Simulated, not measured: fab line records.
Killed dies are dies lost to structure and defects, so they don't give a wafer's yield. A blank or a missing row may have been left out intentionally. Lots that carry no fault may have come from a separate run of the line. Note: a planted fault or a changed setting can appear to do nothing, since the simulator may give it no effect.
A lot that was struck, set against a sound lot | flow n5_finfet | 15 out of 1938 route steps
Sound: the wafers L875.2, L875.4, L875.6. Struck: wafer L885.5 (left out: L885.1, a lot-mate that was not struck); the cause follows at the end.
Per side, at each step with rows, come the tool, then ch with its chambers, and then its first start. Under that, the readings that differ: sound wafers | struck wafers | difference of the means | sigmas: that difference in standard deviations of wafers without a fault.
alike: words and numbers the same on both sides, and readings whose means are apart by under 2 such deviations; not compared: readings that were withheld, readings missing a value for some wafer, numbers with overlapping values and no deviation given by the record, and bounds like >300 which may hide the same value.
The two part at a step that has a row with sigmas, a row that says differs or no value, or rows on one side only. Numbers that have no deviation but don't overlap get no sigmas and don't part them. Lack of a reading on every wafer of one side parts them only where that side has two or more wafers.

first, 1 step without rows for these wafers: N5_BEOL_M2_DEVELOP_27 (develop time 30 s).
N5_BEOL_M2_CD_MEAS_28: target cd 26.2 nm, target cd y 24.1 nm.
  sound on cd_sem-01 ch 0, day 7 01:51; struck on cd_sem-03 ch 0, day 9 08:32
  alike: cd_nm
N5_BEOL_M2_OVL_MEAS_29:
  sound on overlay-01 ch 0, day 7 01:53; struck on overlay-02 ch 0, day 9 08:34
  reading     | sound          | struck | difference | sigmas
  V1_OVL (nm) | -1.3 -0.6 -0.4 | 1.9    | +2.7       | +3
N5_BEOL_M2_INSPECT_30: inspects for defects (brightfield).
  struck on defect_inspect-01, day 9 08:37; sound on defect_inspect-02, day 7 01:56
  reading          | sound       | struck | difference | sigmas
  raw_defect_count | 559 508 425 | 265    | -232       | -2
N5_BEOL_M2_DESCUM_33: chemistry O2, time 7 s.
  sound on rie_diel-04 ch 0,1,3, day 7 01:58; struck on rie_diel-04 ch 1, day 9 08:39
  alike: chamber_pressure_mTorr, drypump_motor_current_A, oes_product_au, rf_vpp_V, showerhead_plenum_p_Torr, throttle_valve_pct
  not compared: rf_hours_counter_h
then, 1 step without rows for these wafers: N5_BEOL_M2_ETCH_77 (etches underlayer in N2/H2, target depth 6.5 nm, time 5.2 s).
N5_BEOL_M2_ETCH_69: etches SiARC in CF4, target depth 15.6 nm, time 26 s.
  sound on rie_diel-04 ch 0,1,3, day 7 02:01; struck on rie_diel-04 ch 1, day 9 08:42
  alike: bias_w, chamber_pressure_mTorr, drypump_motor_current_A, etch_rf_on_time_s, oes_product_au, rf_vpp_V, showerhead_plenum_p_Torr, throttle_valve_pct
  not compared: rf_hours_counter_h
N5_BEOL_M2_ALD_98: deposits SiO2, target thk 2.5 nm, pulse time 1 s, co reactant pulse time 1 s.
  sound on ald_sin-03 ch 0,2, day 7 02:07; struck on ald_sin-03 ch 3, day 9 08:47
  alike: chamber_pressure_Torr, heater_power_w, precursor_pulse_height_rel
N5_BEOL_M2_ETCHBACK_99: etches SiO2 in CHF3, target depth 5 nm, time 10.4 s.
  sound on rie_diel-02 ch 1,2,3, day 7 04:05; struck on rie_diel-01 ch 0, day 9 11:02
  reading                        | sound                | struck | difference | sigmas
  chamber_pressure_mTorr (mTorr) | 30.011 29.946 29.994 | 30.041 | +0.057     | +2
  alike: bias_w, drypump_motor_current_A, oes_product_au, rf_vpp_V, showerhead_plenum_p_Torr, throttle_valve_pct
  not compared: rf_hours_counter_h
N5_BEOL_M2_ETCH_70: etches SOC in N2/H2, target depth 80 nm, overetch 24 nm, time 130 s.
  sound on rie_diel-02 ch 1,2,3, day 7 04:07; struck on rie_diel-01 ch 0, day 9 11:04
  alike: bias_w, chamber_pressure_mTorr, drypump_motor_current_A, oes_product_au, rf_vpp_V, showerhead_plenum_p_Torr, throttle_valve_pct
  not compared: rf_hours_counter_h
then, 2 steps without rows for these wafers: N5_BEOL_M2_STRIP_71 (strips in N2/H2); N5_BEOL_M2_STRIP_78 (strips in N2/H2).
N5_BEOL_M2_VIA_ETCH_34: etches the open film in C4F6/O2, target depth 69.4 nm, time 65.9 s.
  sound on rie_diel-02 ch 1,2,3, day 7 04:13; struck on rie_diel-01 ch 0, day 9 11:10
  reading                                  | sound             | struck | difference | sigmas
  model.etch.depth_nm (nm)                 | 70.41 69.15 68.92 | 54.15  | -15.34     |
  model.SOC_of_BEOL_M2_COAT_67.thk_nm (nm) | 52 52 52.2        | 53.8   | +1.7       |
  alike: bias_w, chamber_pressure_mTorr, drypump_motor_current_A, oes_o_777_au, oes_product_au, rf_vpp_V, showerhead_plenum_p_Torr, throttle_valve_pct
  not compared: rf_hours_counter_h
then, 1 step without rows for these wafers: N5_BEOL_M2_STRIP_83 (strips in C4F6/O2).
N5_BEOL_M4_RC_MEAS_101:
  sound on prober-01 ch 0, day 8 10:46; struck on prober-01 ch 0, day 11 02:36
  reading       | sound          | struck | difference | sigmas
  DIBL_N (mV/V) | 34.6 35.3 35.3 | 40.5   | +5.4       | +3
  alike: DIBL_P, IOFF_N, IOFF_P, ION_N, ION_P, SS_N, SS_P, VT_N, VT_P

## WHERE THEY PART
First at N5_BEOL_M2_OVL_MEAS_29; last, within this record, at N5_BEOL_M4_RC_MEAS_101.

WHY: whatever the simulator had introduced
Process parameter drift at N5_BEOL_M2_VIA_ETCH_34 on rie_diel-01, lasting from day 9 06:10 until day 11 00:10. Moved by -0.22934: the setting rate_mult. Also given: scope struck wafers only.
